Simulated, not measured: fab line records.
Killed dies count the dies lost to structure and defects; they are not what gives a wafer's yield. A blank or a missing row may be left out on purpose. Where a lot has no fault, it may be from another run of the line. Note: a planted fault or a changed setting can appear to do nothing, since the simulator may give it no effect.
2 desks looking at one fault    flow n5Finfet    numbers are kept per desk, each desk with only its own; the story behind them comes last

## TOOL OWNER'S DESK, pvdSputter-02
The tool's own readings at N5_BEOL_M3_SPUTTER_86 (material Cu, target thk 4.5 nm, time 8.29 s): means of the sampled wafers that have a number, for each lot that ran on this tool. Marked OUT: a lot whose mean sits more than 4 standard deviations from the usual mean, which makes it out of limits; the brackets give that distance.
Columns: A = throttleValvePct at N5_BEOL_M3_SPUTTER_86, usual 30.0 %
lot   first seen here  A
L388  day 7 06:58      29.5
L390  day 7 14:16      29.6
L393  day 8 13:04      29.9
L397  day 9 13:36      29.9
L398  day 9 16:53      30.3
L400  day 10 06:28     29.9
L402  day 10 17:56     29.9
L407  day 12 04:07     29.6
L406  day 12 13:04     30.3
Result from this desk: across the 9 lots, nothing is out of limits.

## THE METROLOGY DESK
Means of the sampled wafers that have a number, per lot and without regard to the tool the lot ran on: this is what the gauges read. Marked OUT: a lot whose mean sits more than 4 standard deviations from the usual mean, which makes it out of limits; the brackets give that distance.
Columns: A = cdNm at N5_PASSIVATION_CD_MEAS_30, usual 3999.9 nm
lot   first seen here  A
L388  day 11 17:48     4000.1
L390  day 11 18:18     4000.7
L389  day 12 07:10     4000.8
L391  day 12 18:33     3999.4
L393  day 12 23:38     3999.5
L396  day 13 22:12     3999.3
L397  day 14 02:56     4000.9
L398  day 14 11:58     4000.7
L400  day 14 18:25     3997.9
L402  day 15 05:36     4001.3
L407  day 16 21:50     4000.1
L406  day 17 04:02     3999.0
Result from this desk: across the 12 lots, nothing is out of limits.

## PUT TOGETHER
Nothing out of limits was seen by the tool owner's desk.
Nothing out of limits was seen by the metrology desk.

## WHAT THE SIMULATOR PUT IN
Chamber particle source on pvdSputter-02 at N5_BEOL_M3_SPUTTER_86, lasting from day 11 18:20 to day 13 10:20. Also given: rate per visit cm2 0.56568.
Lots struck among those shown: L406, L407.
